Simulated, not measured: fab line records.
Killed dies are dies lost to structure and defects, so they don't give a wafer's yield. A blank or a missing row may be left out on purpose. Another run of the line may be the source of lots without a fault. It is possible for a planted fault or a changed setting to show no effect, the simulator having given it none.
fab line records	flow n5-finfet
record lots=6	wafers=18	last-day=18
route steps=1938 shown BEOL_M10@1518 BEOL_M11@1536 PASSIVATION@1936
lots that met no fault: taken from a fault-free run of the same line
start-h: hours from the record's opening day to when the first of the lot's shown wafers began	wait-h: hours elapsed since this lot's preceding step	" as in the row above	L1.1+2: several wafers, shown together as one row	- either no value or no given start	* or withheld: withheld	< > ~ a bound
route shown NAME@n: a module of which the file shows steps, and the number in the route of the first	usual: mean/standard deviation of fault-free wafers	same: alike in all rows	chamber/n: place in a boat	sites: each site's reading	_std_site: standard deviation of those values	_edge_site: mean of outer sites minus mean of inner sites	radius-mm: for every site, how far away it sits from the centre of the wafer	mask NAME#n: copy n	behind: tool/chamber where the wafer was last shaped	hold: why the lot was held/for how many hours/how that ended	device: which transistor (n, p or np) failed to switch	end of line: the same wafers' tests at the end of the route	where a step has no rows: the recipe by itself	killed: dies that structure and defects cost at the first sort, which is not the same as the wafer's yield	map: a wafer's dies, marking killed ones x, the rest . and places with no die _
set.NAME: the setting the step ran with; set.NAME@STEP: the setting that earlier step ran with	model.NAME: the simulator's own value behind a step, which no gauge read
lots seen at some steps along the route; tables by step, rows by wafer
services: a tool's chamber out of use, with start hour (start-h, from the record's first day; less than 0 if before it), hours out, and reason
## steps
# step N5_BEOL_M10_PRECLEAN_42
# recipe chemistry=residue-remover	time-s=60	temp-c=40
# step N5_BEOL_M10_SRD_43
# recipe time-s=30	temp-c=23	rinse-liquid=diw	dry=ipa-marangoni
# step N5_BEOL_M10_CD_MEAS_35
# recipe target-cd-nm=70	polarity=opening
# usual cd-nm=69.9/0.75
lot.wafer	tool	chamber	start-h	wait-h	cd-nm
L529.1	cd-sem-01	-	259.99	0.0	70.1
L529.2	"	-	"	"	69.5
L529.5	"	-	"	"	70.2
L530.3	cd-sem-01	-	261.21	0.0	69.5
L530.4	"	-	"	"	70.5
L530.5	"	-	"	"	70.6
L531.1	cd-sem-02	-	282.33	0.0	69.1
L531.3	"	-	"	"	70.8
L531.6	"	-	"	"	69.5
L532.1	cd-sem-03	-	284.93	0.0	70.5
L532.3	"	-	"	"	70.1
L532.5	"	-	"	"	70.0
L543.1	cd-sem-03	-	342.65	0.0	70.2
L543.2	"	-	"	"	68.4
L543.6	"	-	"	"	69.8
L547.2	cd-sem-02	-	379.96	0.0	69.3
L547.3	"	-	"	"	69.3
L547.6	"	-	"	"	70.5
# step N5_BEOL_M10_CURE_72
# recipe temp-c=370	time-s=120	ambient=DMADMS/He	material=SiCOH_lowk
# step N5_BEOL_M10_DEGAS_44
# recipe ambient=vacuum	temp-c=250	time-s=60
# step N5_BEOL_M10_PRE_CLEAN_45
# recipe gas=H2/He	time-s=30	temp-c=250
# step N5_BEOL_M10_ALD_74
# recipe material=TaN	target-thk-a=20	temp-c=275	ald-precursor-family=PDMAT	ald-co-reactant=NH3	pressure-torr=3	carrier-flow-sccm=1500	pulse-time-s=2	purge-time-s=3	co-reactant-purge-time-s=2	co-reactant-pulse-time-s=3	ald-cycles=40	precursor-vessel-temp-c=75	precursor-vessel-pressure-torr=26.25	precursor-vessel-carrier-sccm=1000
# step N5_BEOL_M10_SURFACE_TREAT_76
# recipe gas=Ar	time-s=*	ion-energy-ev=*	ion-current-ma-cm2=0.5	pressure-mtorr=*	ar-flow-sccm=30
# usual throttle-valve-pct=*
lot.wafer	tool	chamber	start-h	wait-h	throttle-valve-pct
L529.1	pvd-sputter-02	-	261.05	0.2	*
L529.2	"	-	"	"	*
L529.5	"	-	"	"	*
L530.3	pvd-sputter-03	-	264.86	2.8	*
L530.4	"	-	"	"	*
L530.5	"	-	"	"	*
L531.1	pvd-sputter-02	-	283.17	0.2	*
L531.3	"	-	"	"	*
L531.6	"	-	"	"	*
L532.1	pvd-sputter-02	-	285.87	0.2	*
L532.3	"	-	"	"	*
L532.5	"	-	"	"	*
L543.1	pvd-sputter-02	-	344.36	0.4	*
L543.2	"	-	"	"	*
L543.6	"	-	"	"	*
L547.2	pvd-sputter-02	-	380.97	0.2	*
L547.3	"	-	"	"	*
L547.6	"	-	"	"	*
# step N5_BEOL_M10_CVD_75
# recipe material=Co	target-thk-a=20	temp-c=withheld	precursor=CCTBA/H2	pressure-torr=30	time-s=138.9
# step N5_BEOL_M10_SPUTTER_48
# recipe material=Cu	target-thk-a=120	temp-c=-20	bias-v=60	power-w=26000	chamber-pressure-pa=0.13	time-s=2
# usual throttle-valve-pct=30.6/0.78
lot.wafer	tool	chamber	start-h	wait-h	throttle-valve-pct
L529.1	pvd-sputter-02	-	261.31	0.1	30.3
L529.2	"	-	"	"	29.7
L529.5	"	-	"	"	30.2
L530.3	pvd-sputter-03	-	265.16	0.1	29.1
L530.4	"	-	"	"	29.6
L530.5	"	-	"	"	32.1
L531.1	pvd-sputter-02	-	283.73	0.1	30.5
L531.3	"	-	"	"	30.6
L531.6	"	-	"	"	30.4
L532.1	pvd-sputter-01	-	286.06	0.1	31.2
L532.3	"	-	"	"	31.8
L532.5	"	-	"	"	31.2
L543.1	pvd-sputter-02	-	344.94	0.2	30.7
L543.2	"	-	"	"	30.7
L543.6	"	-	"	"	29.9
L547.2	pvd-sputter-03	-	381.24	0.1	29.4
L547.3	"	-	"	"	29.8
L547.6	"	-	"	"	31.0
# step N5_BEOL_M10_ECD_50
# recipe material=Cu	target-thk-a=3180
# step N5_BEOL_M10_ANNEAL_51
# recipe temp-c=225	time-s=90	ambient=N2
# step N5_BEOL_M10_CMP_52
# recipe stop-on=SiCOH_lowk	t-overpolish-s=7	down-force-psi=1	platen-rpm=50	clearing-platen-down-force-psi=1.5	clearing-platen-rpm=50	post-cmp-clean=cu-alkaline	target-thk-nm=140	clearing-platen-pad-velocity-m-s=0.99484	pad-velocity-m-s=0.99484
# usual barrier-field-endpoint-s=28.6/0.88	motor-current-A=6.1/0.65	overpolish-run-s=7.001/0.0089	retaining-ring-pressure-frac=0.999/0.0055	time-to-endpoint-s=64/4.3
lot.wafer	tool	chamber	start-h	wait-h	barrier-field-endpoint-s	motor-current-A	overpolish-run-s	retaining-ring-pressure-frac	time-to-endpoint-s
L529.1	cmp-01	3	262.07	0.3	28.3	5.7	6.995	0.998	63
L529.2	"	2	"	"	28.8	6.1	7.015	1.004	61
L529.5	"	3	"	"	29.1	5.6	7.001	0.999	64
L530.4	cmp-01	3	265.72	0.2	28.1	5.8	6.999	0.985	59
L530.3	"	1	"	"	28.3	7.1	6.998	1.006	64
L530.5	"	2	"	"	28.1	6.3	7.007	0.999	64
L531.1	cmp-03	0	284.44	0.3	27.7	6.7	6.998	1.002	56
L531.3	"	1	"	"	29.5	6.1	7.007	1.009	65
L531.6	"	0	"	"	28.2	7.4	7.012	0.991	56
L532.1	cmp-02	3	286.58	0.3	28.5	5.4	7.001	1.006	71
L532.3	"	0	"	"	28.8	6.1	6.982	0.999	70
L532.5	"	3	"	"	29.7	5.4	6.993	1.004	71
L543.1	cmp-01	3	345.88	0.3	28.1	5.7	6.997	0.993	62
L543.2	"	2	"	"	28.3	6.1	6.996	1.006	62
L543.6	"	0	"	"	29.3	5.5	7.005	1.001	63
L547.2	cmp-01	2	382.42	0.2	28.8	6.3	6.994	1.008	67
L547.3	"	3	"	"	27.9	5.6	7.009	1.004	60
L547.6	"	2	"	"	30.1	6.4	6.997	1.003	66
# step N5_BEOL_M10_PRE_CLEAN_55
# recipe gas=NH3	time-s=15	temp-c=withheld	rf-power-w=300
# step N5_BEOL_M10_DEP_56
# recipe material=SiCN	target-thk-a=150	temp-c=withheld	precursor=3MS/NH3	pressure-torr=3	rf-w=202	time-s=26.5
# step N5_BEOL_M10_INSPECT_58
# recipe inspect-instrument=darkfield	mode=post-dep
# usual raw-defect-count=71/26
lot.wafer	tool	chamber	start-h	wait-h	raw-defect-count
L529.1	defect-inspect-01	-	262.52	0.0	67
L529.2	"	-	"	"	1232
L529.5	"	-	"	"	45
L530.3	defect-inspect-01	-	266.14	0.0	92
L530.4	"	-	"	"	109
L530.5	"	-	"	"	1354
L531.1	defect-inspect-01	-	284.90	0.0	70
L531.3	"	-	"	"	82
L531.6	"	-	"	"	112
L532.1	defect-inspect-01	-	287.04	0.0	37
L532.3	"	-	"	"	68
L532.5	"	-	"	"	73
L543.1	defect-inspect-02	-	346.33	0.0	62
L543.2	"	-	"	"	107
L543.6	"	-	"	"	137
L547.2	defect-inspect-02	-	382.84	0.0	40
L547.3	"	-	"	"	55
L547.6	"	-	"	"	66
# step N5_BEOL_M11_ILD_DEP_00
# recipe material=SiCOH_lowk	target-thk-a=3085.1	temp-c=300	precursor=DEMS/porogen	pressure-torr=5	rf-w=500	time-s=58
# usual heater-power-w=311/40	showerhead-plenum-p-Torr=5.740/0.017	showerhead-vpp-V=1361/57	throttle-valve-pct=13.4/0.74
lot.wafer	tool	chamber	start-h	wait-h	heater-power-w	showerhead-plenum-p-Torr	showerhead-vpp-V	throttle-valve-pct
L529.1	pecvd-04	2	262.56	0.0	284	5.739	1413	13.0
L529.2	"	1	"	"	371	5.761	1362	13.2
L529.5	"	1	"	"	378	5.756	1342	13.2
L530.3	pecvd-02	0	266.18	0.0	297	5.751	1397	14.2
L530.4	"	2	"	"	286	5.735	1354	13.6
L530.5	"	1	"	"	278	5.773	1289	15.2
L531.1	pecvd-04	2	284.94	0.0	264	5.736	1391	13.4
L531.3	"	1	"	"	368	5.763	1374	13.0
L531.6	"	1	"	"	357	5.758	1318	13.0
L532.1	pecvd-04	1	287.07	0.0	313	5.748	1327	13.5
L532.3	"	2	"	"	269	5.738	1392	12.9
L532.5	"	2	"	"	284	5.743	1383	13.2
L543.1	pecvd-01	1	346.37	0.0	299	5.719	1340	14.9
L543.2	"	2	"	"	275	5.715	1357	12.5
L543.6	"	2	"	"	283	5.720	1340	12.4
L547.2	pecvd-04	1	382.87	0.0	358	5.755	1328	13.1
L547.3	"	2	"	"	274	5.762	1383	13.2
L547.6	"	0	"	"	303	5.713	1307	13.1
# step N5_BEOL_M11_CURE_71
# recipe temp-c=385	time-s=240	ambient=He/Ar	material=SiCOH_lowk
# usual lamp-power-pct=52.31/0.059	wafer_temp_C_max=386.8/0.6
lot.wafer	tool	chamber	start-h	wait-h	lamp-power-pct	wafer_temp_C_max
L529.1	uv-cure-02	1	262.64	0.0	52.36	388.3
L529.2	"	1	"	"	52.25	386.6
L529.5	"	1	"	"	52.35	387.3
L530.3	uv-cure-02	0	266.43	0.2	52.23	386.5
L530.4	"	0	"	"	52.30	386.4
L530.5	"	0	"	"	52.32	386.8
L531.1	uv-cure-01	1	285.01	0.0	52.33	386.4
L531.3	"	1	"	"	52.25	386.3
L531.6	"	1	"	"	52.30	387.1
L532.1	uv-cure-01	1	287.15	0.0	52.25	386.4
L532.3	"	1	"	"	52.29	386.2
L532.5	"	1	"	"	52.43	386.0
L543.1	uv-cure-03	1	346.45	0.0	52.31	386.0
L543.2	"	1	"	"	52.44	386.6
L543.6	"	1	"	"	52.35	387.2
L547.2	uv-cure-03	2	383.03	0.1	52.38	386.1
L547.3	"	2	"	"	52.27	386.9
L547.6	"	2	"	"	52.23	386.1
# step N5_BEOL_M11_THK_MEAS_01
# recipe reads=SiCOH_lowk_of_BEOL_M11_ILD_DEP_00
# usual M11_ILD_THK=270/3.6
lot.wafer	tool	chamber	start-h	wait-h	M11_ILD_THK[nm]
L529.1	film-metro-02	-	263.15	0.4	267
L529.2	"	-	"	"	266
L529.5	"	-	"	"	272
L530.3	film-metro-01	-	266.79	0.3	274
L530.4	"	-	"	"	273
L530.5	"	-	"	"	272
L531.1	film-metro-01	-	285.53	0.4	266
L531.3	"	-	"	"	268
L531.6	"	-	"	"	273
L532.1	film-metro-02	-	287.67	0.4	271
L532.3	"	-	"	"	266
L532.5	"	-	"	"	271
L543.1	film-metro-01	-	346.96	0.4	268
L543.2	"	-	"	"	267
L543.6	"	-	"	"	270
L547.2	film-metro-02	-	383.46	0.4	267
L547.3	"	-	"	"	268
L547.6	"	-	"	"	268
# step N5_BEOL_M11_PECVD_70
# recipe material=SiO2	target-thk-a=200	temp-c=400	precursor=TEOS/O2	pressure-torr=5.5	rf-w=450	teos-flow-sccm=53.8	gas=O2	flow-sccm=3000	time-s=22.7
# usual heater-power-w=710/83	showerhead-plenum-p-Torr=8.78/0.06	showerhead-vpp-V=1298/65	throttle-valve-pct=21.7/1.4
lot.wafer	tool	chamber	start-h	wait-h	heater-power-w	showerhead-plenum-p-Torr	showerhead-vpp-V	throttle-valve-pct
L529.1	pecvd-01	0	263.19	0.0	902	8.76	1471	21.1
L529.2	"	2	"	"	728	8.75	1285	19.9
L529.5	"	0	"	"	871	8.77	1448	21.1
L530.3	pecvd-01	0	266.84	0.1	734	8.77	1465	21.1
L530.4	"	2	"	"	648	8.78	1260	19.8
L530.5	"	0	"	"	723	8.81	1451	21.0
L531.1	pecvd-01	0	285.56	0.0	779	8.77	1424	21.1
L531.3	"	2	"	"	636	8.74	1276	19.9
L531.6	"	2	"	"	637	8.73	1270	19.9
L532.1	pecvd-02	0	287.70	0.0	653	8.82	1336	22.8
L532.3	"	1	"	"	638	8.87	1214	24.3
L532.5	"	1	"	"	643	8.89	1235	24.7
L543.1	pecvd-04	2	347.00	0.0	608	8.78	1323	21.3
L543.2	"	0	"	"	875	8.67	1247	21.3
L543.6	"	2	"	"	611	8.81	1321	21.1
L547.2	pecvd-04	0	383.50	0.0	812	8.68	1225	21.3
L547.3	"	2	"	"	658	8.82	1308	21.2
L547.6	"	0	"	"	816	8.67	1206	21.0
# step N5_BEOL_M11_HM_DEP_02
# recipe material=TiN	target-thk-a=200	temp-c=25	chamber-pressure-pa=0.49996
# step N5_BEOL_M11_COAT_59
# recipe resist=SOC	temp-c=250	time-s=60	spin-rpm=1500	resist-thk-nm=100
# step N5_BEOL_M11_COAT_60
# recipe resist=SiARC	temp-c=220	time-s=60	spin-rpm=1500	resist-thk-nm=30
# step N5_BEOL_M11_COAT_05
# recipe resist=CAR-ArF	spin-rpm=1500	resist-thk-nm=90
# step N5_BEOL_M11_EBR_07
# recipe solvent=PGMEA	ebr-width-mm=1.5
# step N5_BEOL_M11_SOFTBAKE_06
# recipe temp-c=110	time-s=60	resist=CAR-ArF
# step N5_BEOL_M11_EXPOSE_08
# recipe mask-id=M11	na=1.35	source-shape=dipole	sigma-inner=0.411	sigma-outer=0.611	polarization=te	dose-mj=53.75
# step N5_BEOL_M11_PEB_09
# recipe peb-temp-c=withheld	peb-time-s=60	resist=CAR-ArF
# step N5_BEOL_M11_DEVELOP_10
# recipe develop-time-s=30	developer=TMAH	resist=CAR-ArF	rinse-liquid=diw	dry=air-spin	dev-temp-c=23
# step N5_BEOL_M11_CD_MEAS_11
# recipe target-cd-nm=64.1	landing-energy-ev=500	detector=se-inlens	polarity=opening
# usual cd-nm=64.0/0.75
lot.wafer	tool	chamber	start-h	wait-h	cd-nm
L529.1	cd-sem-03	0	266.44	-	64.3
L529.2	"	0	"	"	64.0
L529.5	"	0	"	"	64.0
L530.3	cd-sem-01	0	267.27	-	64.1
L530.4	"	0	"	"	63.7
L530.5	"	0	"	"	64.2
L531.1	cd-sem-03	0	286.48	-	63.2
L531.3	"	0	"	"	63.7
L531.6	"	0	"	"	62.8
L532.1	cd-sem-03	0	288.77	-	64.3
L532.3	"	0	"	"	63.4
L532.5	"	0	"	"	63.0
L543.1	cd-sem-01	0	348.60	-	63.9
L543.2	"	0	"	"	64.0
L543.6	"	0	"	"	63.9
L547.2	cd-sem-01	0	384.87	-	64.8
L547.3	"	0	"	"	63.9
L547.6	"	0	"	"	64.2
# step N5_BEOL_M11_OVL_MEAS_12
# recipe points-per-wafer=44
# usual M11_OVL=0.2/0.64
# same points-per-wafer=44
lot.wafer	tool	chamber	start-h	wait-h	M11_OVL[nm]
L529.1	overlay-01	0	266.47	0.0	0.1
L529.2	"	0	"	"	-0.5
L529.5	"	0	"	"	-0.8
L530.3	overlay-02	0	267.30	0.0	0.2
L530.4	"	0	"	"	1.4
L530.5	"	0	"	"	0.3
L531.1	overlay-01	0	286.51	0.0	0.0
L531.3	"	0	"	"	-0.2
L531.6	"	0	"	"	-0.6
L532.1	overlay-01	0	288.80	0.0	-0.9
L532.3	"	0	"	"	-0.9
L532.5	"	0	"	"	0.1
L543.1	overlay-01	0	348.63	0.0	-1.1
L543.2	"	0	"	"	-0.3
L543.6	"	0	"	"	-0.6
L547.2	overlay-01	0	384.90	0.0	0.3
L547.3	"	0	"	"	0.3
L547.6	"	0	"	"	0.0
# step N5_BEOL_M11_INSPECT_13
# recipe mode=adi	inspect-instrument=brightfield
# usual raw-defect-count=444/120
lot.wafer	tool	chamber	start-h	wait-h	raw-defect-count
L529.1	defect-inspect-02	-	266.49	0.0	413
L529.2	"	-	"	"	1599
L529.5	"	-	"	"	417
L530.3	defect-inspect-02	-	267.33	0.0	534
L530.4	"	-	"	"	603
L530.5	"	-	"	"	1834
L531.1	defect-inspect-02	-	286.53	0.0	371
L531.3	"	-	"	"	404
L531.6	"	-	"	"	503
L532.1	defect-inspect-02	-	288.82	0.0	263
L532.3	"	-	"	"	362
L532.5	"	-	"	"	407
L543.1	defect-inspect-02	-	348.65	0.0	291
L543.2	"	-	"	"	346
L543.6	"	-	"	"	495
L547.2	defect-inspect-02	-	384.92	0.0	402
L547.3	"	-	"	"	388
L547.6	"	-	"	"	433
# step N5_BEOL_M11_DESCUM_16
# recipe chemistry=O2	time-s=7.9	source-power-w=50	bias-power-w=20	pressure-mtorr=20	rf-frequency-hz=2.712e+07	temp-c=40	resist=CAR-ArF	o2-flow-sccm=225
# step N5_PASSIVATION_PROBE_49
# usual defect-limited-yield=90.5/1.7	killed_at_M0_to_M3=37/12	killed_at_M4_up=14/5.2	killed-at-contacts=12/5.9	killed-at-front-end=45/14	killed-at-other=3.5/2.8	killed-dies=112/21	killed-on-rim=15/4.5	killed-open=73/15	killed-short=36/8.9	sort_bin_5_function=5.6/1.2	sort_bin_6_memory=3.5/0.68	sort-n-pass=1068/21	sort-yield-pct=90.5/1.8
# same gross-dies=1180	killed-at-back-side=0	sort_bin_4_leakage[%]=0	sort_bin_8_speed[%]=0
lot.wafer	tool	chamber	start-h	wait-h	defect-limited-yield[%]	killed_at_M0_to_M3	killed_at_M4_up	killed-at-contacts	killed-at-front-end	killed-at-other	killed-dies	killed-on-rim	killed-open	killed-short	sort_bin_5_function[%]	sort_bin_6_memory[%]	sort-n-pass	sort-yield-pct[%]
L529.2	prober-02	-	319.68	0.1	32.9	23	721	1	47	0	792	108	45	29	46.4	15.6	388	32.9
L530.5	prober-02	-	324.47	0.2	31.7	35	744	10	15	2	806	108	54	14	47.3	15.6	374	31.7
L532.1	prober-02	-	332.72	0.0	93.6	24	11	3	34	3	75	16	44	29	3.8	2.2	1105	93.6
L532.3	prober-02	-	332.82	0.1	91.8	33	23	6	28	7	97	10	64	33	4.2	3.6	1083	91.8
L532.5	prober-02	-	332.92	0.2	91.4	46	20	8	23	4	101	10	53	42	4.8	3.1	1079	91.4
# killed by level:class
L529.2 BEOL_M10:unspecified=715 STI_FIN_REVEAL:geometric-particle:open=16 BEOL_M0_SAQP:geometric-particle:open=10 BEOL_M0_SAQP:geometric-particle:short=9 FIN_SAQP:geometric-particle:open=7 FIN_SAQP:geometric-particle:short=6 STI_FIN_REVEAL:geometric-particle:short=6 STARTING-WAFER:geometric-particle:short=4
L530.5 BEOL_M10:unspecified=737 BEOL_M0_SAQP:geometric-particle:open=14 MOL_CONTACT_COAG:geometric-particle:open=8 DUMMY_GATE:geometric-particle:open=6 BEOL_M3:geometric-particle:open=6 BEOL_M2:geometric-particle:open=5 BEOL_M0_SAQP:geometric-particle:short=4 BEOL_M4:geometric-particle:open=4
L532.1 FIN_SAQP:geometric-particle:short=10 FIN_SAQP:geometric-particle:open=6 BEOL_M0_SAQP:geometric-particle:short=6 BEOL_M2:geometric-particle:open=6 DUMMY_GATE:geometric-particle:open=3 GATE_CUT:geometric-particle:open=3 MOL_CONTACT_COAG:geometric-particle:open=3 BEOL_M8:geometric-particle:open=3
L532.3 BEOL_M4:geometric-particle:open=10 FIN_SAQP:geometric-particle:short=9 BEOL_M1:geometric-particle:open=9 FIN_SAQP:geometric-particle:open=8 BEOL_M3:geometric-particle:open=8 BEOL_M2:geometric-particle:open=7 MOL_CONTACT_COAG:geometric-particle:open=5 BEOL_M1:geometric-particle:short=5
L532.5 BEOL_M0_SAQP:geometric-particle:open=11 BEOL_M0_SAQP:geometric-particle:short=10 BEOL_M2:geometric-particle:open=10 BEOL_M4:geometric-particle:short=6 FIN_SAQP:geometric-particle:short=4 DUMMY_GATE:geometric-particle:open=4 MOL_CONTACT_COAG:geometric-particle:short=4 BEOL_M2:geometric-particle:short=4
# map L529.2 (x killed, . not)
_________________.x...xx.xxxx________________
______________xxx..x.xxx....xxx._____________
___________.x.xxxxxxxx..x..xxxx.xxx__________
__________.xxxxx.xx..xxxxx.xxx.xxx.x_________
________xxx.xxx.xxxxxxx.xx.xx.xxxxxx.x_______
_______x..xxxxxxxx..xxxx..xxxx..x..xx..______
______x.x.xx..x.xxx.xxx.xx.xxx.xx..xxxx._____
_____xx.xx.xxx.x.xxx.xx.x.xx.x..xxxxxxxx.____
____.xx.xxx...xxx...xx..xxx.x..x...x..xxxx___
___x.xx.xx..xxxx.xxx..x.x.xx.xxxx..xxxx.x.x__
___xxxx.x.xx..x.xxxx.x..xxx.xxx.xxx..xxx.xx__
__.x..xxxxxxxxx.xxxxxxxxxxxxxxxxxx.x.xx.xxxx_
__.x.xxxxx.x..xxx....x.xxxx.x.xxxxxx.xxxxxx._
_xxxxxxxxxxxxxxx...x.xxx.xxxxx.xxx.xxx.x.xxx.
_...xxx.x.xx...x.xx.x.xxxx.x...xxxx...xx.x.xx
_xx..xxxxxxx.xx..x.xxxxxxxxx.x.xxx..x.xxx...x
_..xxx.xxx..xx.xxx.xxxxxxxx.x.xxxx...xx.x.xxx
_x.x.........x.xxx.x.xxx..x..xx.xx.x..xxxxxxx
_xx.xx..xxxx...xx.x..xx.xx.xxxx.x.xxxx.x.x.xx
_xxxxx.xx.xxx..xxxxxx.x.xx..xxxxx...x.xx.x..x
_xxx.xxxxxxxx..x.x.xx.xx.xx.xx..x...xxxx.xxxx
__xxxxxx.x.xx.x.x.xxxxxxx..xxxxxx.xxxxxxxx.x_
__xx.x...x....x.xxxxxxxx..x....xxx.xx..xxxxx_
___xxxxx.xx.x.xx.x..xx.xxxxxxxxxxx.xxxxx.x.__
___xx...x....xxx..xxxxx.xxxxxxxxxx.xxx.xxx.__
____xx.xxx.xxx.xxx.x.xxxx....xx.xxx..xxxxx___
_____x.x......xxxx..xx.xxxxxx.xx..x..xxxx____
______.x..x.xx.xx.xxxxx.x.xxxxxxxxxx..xx_____
_______xxxxx.xx.xxx..xxx.xxxxxxxxx.xxxx______
________xxxxxxx..xx.x.xx.xxxx.x.x..x.._______
__________x.x.xxxxx....x.xxxxxx..xxx_________
___________xxxxx.xx.x.x.xxx..xxx...__________
______________xxxxxxxxx.xx.x.xxx_____________
_________________xx.x.x.xx.x.________________
# map L530.5 (x killed, . not)
_________________xxx.xxxx..xx________________
______________xx.x..x.x.x.xxxxxx_____________
___________x...xx.xxxxx.xxxxx.xxxxx__________
__________x.xxxxxxxx.x.x...xxxxxxxx._________
________xxxx.xxxxxx.xxxxx.xxx..xx.x.x._______
_______xx..xxx..xxxxxxxxx.xxxxx.xx..xxx______
______x..xxxxxxxxxxxxxx...xxxx.xxx.x.xx._____
_____xxx.xx.xxxx.xxx.xxx.xxxxxx.xxxx.xxxx____
____.x.x.xxxxxxxxx..xxxx.xxxx.xx.xx.xx..xx___
___x.x.....xxxxx.xxxxx.xxxxxxxx..xxxx.x..xx__
___xxxxx.xxxxx..xxxxxxxxx...x.x....xx..xx.x__
__x.xx.xxxx.xxx.xxxxx.xx.x.xxx.xxxx.xxx..xxx_
__x..xxx..xx.x.xxx.x.x.xxx.xxxxxxxx.xxxxxxx._
_x.x.xxxxxx.xxxxxx.xxxxxx.xx.xxx.xxxx..xxx.xx
_xxxxx...x.x...xx.xxxx.xxx.xxxx..xxxx...xxx.x
_x.xxxxxx.xxxxxxxxxxx.xxxxxxxxxxxx..xxxxxx.x.
_.xx...xxxxx.x.xxx.x.xx..x...xx.xx..xx.x.....
_..x.xxx.xxx.xxx.x.xxxxxx..xxxxxxxxxxx.x.xxxx
_xxxxxx...x.xx.xxxxxxxxx.xxxx..x..xxxxx..x..x
_xx.xxxxxxx..x.x.xxxx.xxxx.x.xxxx..x.xx..x.xx
_xx.x.x.xxx.xx..xx....x.xxx.x.xx..xx.x...xx..
__xxx.xxxxxx.xx....xxxx.xxxxx.x.x...x.xx.x.x_
__x..xxx..xxx.xx.x.x...xxxx.xxxxxxx..xxxxxxx_
___..xx.x....xx...xx.xx.xx.x.xxxxxxx..x.xx.__
___x.xxx.xxxxxx.xx.xx.x.x.xxx.xx..xxxx....x__
____.x..x.xxx.xx.x.xxxx.xxxxx..xx.xx.x...x___
_____xxxxx..xxx.xxxxx.xxxxxxxxx.x.xx.xxxx____
______xxxxx..x.xx..x..xxxxx...xxx.x.x..x_____
_______..x..xx..xxx..xxxxxxxx.xxx.xxxx.______
________x...xx.x.xx..x..xxxx.xxxxxxxxx_______
__________xxxx.xxx.x..x.x.x.xxxxxxxx_________
___________.xxxxxxx.....x.xxx.x.xxx__________
______________x.xxx..x....xxxxxx_____________
_________________x..xxxxxx..x________________
## services
tool	chamber	start-h	hours	kind
pecvd-02	-	240.78	1.8	repair
cmp-02	-	240.93	4.0	pm
pecvd-04	-	255.35	2.8	pm
pecvd-01	1	262.38	5.5	scheduled-down
cmp-03	-	265.13	2.8	repair
uv-cure-02	-	267.85	9.5	repair
cmp-03	-	276.80	1.5	repair
uv-cure-03	-	280.33	3.0	repair
pvd-sputter-02	-	288.91	7.9	repair
cmp-01	-	292.93	4.0	pm
cmp-01	-	296.93	-	consumable-replace:conditioner
cmp-01	-	296.93	-	consumable-replace:pad
uv-cure-01	-	298.16	1.0	pm
cmp-03	-	299.54	3.2	repair
pecvd-02	2	301.11	4.4	repair
pvd-sputter-02	-	303.50	6.2	repair
cmp-01	-	308.10	1.2	repair
pecvd-04	-	309.26	0.5	repair
pecvd-02	-	313.43	2.2	repair
cmp-03	-	317.38	4.6	repair
uv-cure-02	-	318.10	1.0	pm
pecvd-04	-	375.29	6.0	pm
uv-cure-02	-	375.51	6.0	pm
pecvd-02	-	376.41	2.8	pm
## key
first-sign step=N5_BEOL_M10_INSPECT_58	reading=raw-defect-count	direction=up	sigmas=47	usual=71	struck=1293
effect step=N5_BEOL_M11_INSPECT_13	reading=raw-defect-count	direction=up	sigmas=11	usual=444	struck=1716
effect step=N5_PASSIVATION_PROBE_49	reading=killed_at_M4_up	direction=up	sigmas=99+	usual=14	struck=732
more-kills-born-at N5_BEOL_M10_CMP_52@cmp-01=1452
met-at N5_BEOL_M10_CMP_52
struck-wafers L529.2,L530.5
fault kind=chamber-particle-source	tool=cmp-01	chamber=2	onset-h=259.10	steps=N5_BEOL_M10_CMP_52	rate-per-visit-cm2=1.8889	end-h=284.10
